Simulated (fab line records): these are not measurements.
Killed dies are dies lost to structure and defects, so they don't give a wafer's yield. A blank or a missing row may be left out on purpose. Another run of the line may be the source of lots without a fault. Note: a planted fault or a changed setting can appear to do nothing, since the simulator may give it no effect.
Chamber matching	flow n5 finfet	N5_BEOL_M7_CURE_75 on uv cure-02 has 3 sister chambers
The step cures SiCOH lowk, time 120 s. 3 wafers are shown with their chamber, then 8 later ones without.

== WAFERS, EACH WITH ITS CHAMBER ==
wafer	chamber	wafer_temp_C_max
L299.4	1	371.0
L306.6	2	373.1
L308.4	0	371.3

== WAFERS MISSING THEIR CHAMBER ==
wafer	wafer_temp_C_max
L308.5	371.9
L308.6	371.4
L312.1	371.8
L312.4	371.3
L312.6	371.8
L315.1	372.0
L315.4	372.5
L315.5	372.4

== CHAMBER TAKEN BY EACH ==
wafer	from the rows above	in truth
L308.5	can't be placed: 0 or 1 or 2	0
L308.6	can't be placed: 0 or 1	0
L312.1	can't be placed: 0 or 1 or 2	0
L312.4	can't be placed: 0 or 1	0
L312.6	can't be placed: 0 or 1 or 2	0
L315.1	can't be placed: 0 or 1 or 2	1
L315.4	can't be placed: 2 or 0 or 1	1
L315.5	can't be placed: 2 or 0 or 1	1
Correctly placed: 0 of 8. Unplaceable from these rows: 8, with the true chamber sitting among the candidates in 8. Number placed wrongly: 0.
How it was worked out, from the rows above alone: a wafer's distance from a chamber is the root of the sum, over the readings, of the square of ((its reading less the chamber's mean) divided by the reading's scatter). The wafer belongs to the nearest chamber; if the next one is less than 2 further off, it can't be placed. The mean given for a chamber averages the wafers shown for that chamber. The scatter: with one shown wafer a chamber, the root of the mean of the squares of how far each hidden wafer lies from its nearest shown one.
